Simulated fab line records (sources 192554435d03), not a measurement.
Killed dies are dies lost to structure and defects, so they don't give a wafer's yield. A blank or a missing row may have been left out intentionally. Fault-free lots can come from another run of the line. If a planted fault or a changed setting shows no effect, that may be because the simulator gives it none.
Lot-split experiment	flow n5Finfet	on a route of 1938 steps: 7 lots, 21 wafers read

## THE SPLIT
At N5_BEOL_M5_HM_DEP_02 (deposits TiN, target thk 20 nm), the setting targetThkA was moved away from the recipe's 200 angstrom on 8 of the 21 wafers read, by -10.2% to +11.7%. For the rest of the wafers, this setting stayed at what the recipe calls for.

## FROM THE SPLIT TO THE READING: what the file shows between them, 10 steps
- N5_BEOL_M5_COAT_60: time 60 s, resist thk 12 nm (also split here: spinRpm)
- N5_BEOL_M5_COAT_71: time 60 s, resist thk 5 nm
- N5_BEOL_M5_COAT_05: resist thk 30 nm
- N5_BEOL_M5_DESCUM_16: chemistry O2, time 7 s
- N5_BEOL_M5_ETCH_72: etches underlayer in N2/H2, target depth 6.5 nm, time 5.2 s
- N5_BEOL_M5_ETCH_61: etches SiARC in CF4, target depth 15.6 nm, time 26 s
- N5_BEOL_M5_ETCH_62: etches SOC in N2/H2, target depth 75 nm, overetch 15 nm, time 112.5 s
- N5_BEOL_M5_STRIP_63: strips in N2/H2
- N5_BEOL_M5_STRIP_73: strips in N2/H2
- N5_BEOL_M5_STRIP_64: strips in CF4

## THE READING
etch.depthNm (the simulator's own value, which no gauge read), in nm, at N5_BEOL_M5_HM_OPEN_17 (chemistry Cl2/BCl3, target TiN, target depth 20 nm, overetch 6 nm). The file does not state a usual value for it. Here, 13 wafers ran the recipe; their average is 20.21 nm with a standard deviation of 0.19 nm.

wafer	tool, chamber at the split	targetThkA as run, angstrom	against the recipe	etch.depthNm, nm	against lot-mates on the recipe
L075.1	pvdSputter-01, -	200	recipe	20.23	-
L075.2	pvdSputter-01, -	200	recipe	19.89	-
L075.5	pvdSputter-01, -	200	recipe	20.17	-
L080.1	pvdSputter-01, -	200	recipe	20.14	-
L080.3	pvdSputter-01, -	200	recipe	20.14	-
L080.4	pvdSputter-01, -	181.7	-9.2%	18.19	-1.95
L086.2	pvdSputter-03, -	200	recipe	20.45	-
L086.3	pvdSputter-03, -	179.9	-10.0%	18.38	-2.07
L086.4	pvdSputter-03, -	179.9	-10.0%	18.28	-2.17
L087.1	pvdSputter-01, -	223.5	+11.7%	22.26	+1.97
L087.3	pvdSputter-01, -	223.5	+11.7%	22.22	+1.93
L087.5	pvdSputter-01, -	200	recipe	20.29	-
L093.1	pvdSputter-01, -	200	recipe	20.19	-
L093.4	pvdSputter-01, -	200	recipe	20.51	-
L093.6	pvdSputter-01, -	179.6	-10.2%	18.03	-2.32
L095.1	pvdSputter-01, -	200	recipe	20.33	-
L095.4	pvdSputter-01, -	200	recipe	19.8	-
L095.6	pvdSputter-01, -	200	recipe	20.26	-
L097.1	pvdSputter-01, -	220	+10.0%	22.42	+2.04
L097.4	pvdSputter-01, -	200	recipe	20.38	-
L097.5	pvdSputter-01, -	220	+10.0%	22.57	+2.19

THE FIT
A straight line over all 21 wafers: etch.depthNm changes by +0.199 nm for each +1% of targetThkA; r = +0.99; the points scatter about the line by 0.22 nm.
The same after taking each lot's own level away (the mean of its wafers on the recipe; 21 wafers): +0.199 nm for each +1%; r = +0.99; scatter 0.19 nm.
Per that fit: largest targetThkA move, reading shift of 2.3 nm.
Measured against the standard deviation above, the lots' own levels, which go from 20.097 to 20.450 nm, span 1.8 times it.
So the lot-to-lot level changes the slope little: the two slopes agree.
Check: with one of the wafers moved furthest among these (+11.7%) left out of the fit, the line predicts +2.36 nm for it against its lot-mates. Against them it came out at +1.97 nm.

## ADDITIONAL SPLITS CARRIED BY THESE WAFERS
Other splits were also applied to these wafers ahead of the reading. Each is held against what the fit with the lots' levels taken away leaves over:
other split on the same wafers	wafers away from the commonest value	r with etch.depthNm (lot level and that fit taken away)
N5_BEOL_M4_DESCUM_16 timeS	7	-0.06
N5_BEOL_M4_ETCH_64 timeS	9	+0.35
N5_BEOL_M5_COAT_60 spinRpm	5	-0.13

## THE WHOLE CHAIN: every reading that the file lists as answering this split, in the file's order
step	what it does	reading	change (the file's fit)	r (the file's)
N5_BEOL_M5_HM_DEP_02	deposits TiN, target thk 20 nm	TiN_of_BEOL_M5_HM_DEP_02.thkNm (the simulator's own value, which no gauge read)	+0.206 nm for each +1% of the setting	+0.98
N5_BEOL_M5_HM_OPEN_17	chemistry Cl2/BCl3, target TiN, target depth 20 nm, overetch 6 nm	etch.depthNm (the simulator's own value, which no gauge read)	+0.203 nm for each +1% of the setting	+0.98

## FILE'S OWN FIT
etch.depthNm changes by +0.203 nm for each +1% of targetThkA, r = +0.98.
